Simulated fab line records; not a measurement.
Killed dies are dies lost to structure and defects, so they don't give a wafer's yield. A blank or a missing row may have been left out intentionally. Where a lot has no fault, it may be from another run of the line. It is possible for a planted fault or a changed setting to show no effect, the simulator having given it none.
What tool caused it? / flow nand-harc / 6 lots, 18 wafers sampled, at 2 steps of a route of 1159

== WHAT THE GAUGES READ, wafer by wafer ==
NHARC_P_ZERO_WELL_CD_MEAS_24 targets a cd of 720 nm.
lot=L636; measured=day 1 20:28; on=cd-sem-02; cd-nm (nm)=721.9 721.4 721.0
lot=L638; measured=day 2 08:28; on=cd-sem-01; cd-nm (nm)=720.1 721.2 723.7
lot=L641; measured=day 3 02:35; on=cd-sem-03; cd-nm (nm)=720.6 718.9 719.8
lot=L645; measured=day 4 02:35; on=cd-sem-01; cd-nm (nm)=719.2 718.2 717.5
lot=L652; measured=day 5 20:41; on=cd-sem-03; cd-nm (nm)=720.8 720.6 720.7
lot=L656; measured=day 6 20:38; on=cd-sem-03; cd-nm (nm)=719.7 719.4 720.2

== TOOL THAT RAN EACH LOT (tool first, then ch and the chambers of the sampled wafers, then the start) ==
lot=L636; NHARC_P_ZERO_WELL_EXPOSE_21=krf-scanner-01 ch 0, day 1 20:19
lot=L638; NHARC_P_ZERO_WELL_EXPOSE_21=krf-scanner-04 ch 0, day 2 08:18
lot=L641; NHARC_P_ZERO_WELL_EXPOSE_21=krf-scanner-02 ch 0, day 3 02:26
lot=L645; NHARC_P_ZERO_WELL_EXPOSE_21=krf-scanner-02 ch 0, day 4 02:26
lot=L652; NHARC_P_ZERO_WELL_EXPOSE_21=krf-scanner-02 ch 0, day 5 20:32
lot=L656; NHARC_P_ZERO_WELL_EXPOSE_21=krf-scanner-04 ch 0, day 6 20:29
- NHARC_P_ZERO_WELL_EXPOSE_21: exposes mask P NWELL, target cd 720 nm.

== THE ANSWER, worked out from the rows above alone ==
Rule: usual is defined by the lots themselves. The widest of any qualifying gaps counts: lots, ordered by their means at a reading, are off when they make up no more than a third of the lots, leave a main group of 4 or more, and stand apart from it by 3 or more times the standard deviation of that group's means. If all means in a main group match to the digits the tables above print for the reading, that group is not used. Also off: a lot with no number at a reading for which 4 or more lots have one. All remaining lots with rows at the step are treated as sound.
No lot is off at any reading shown: from this, nothing can be told.

== WHAT HAD BEEN PUT IN BY THE SIMULATOR ==
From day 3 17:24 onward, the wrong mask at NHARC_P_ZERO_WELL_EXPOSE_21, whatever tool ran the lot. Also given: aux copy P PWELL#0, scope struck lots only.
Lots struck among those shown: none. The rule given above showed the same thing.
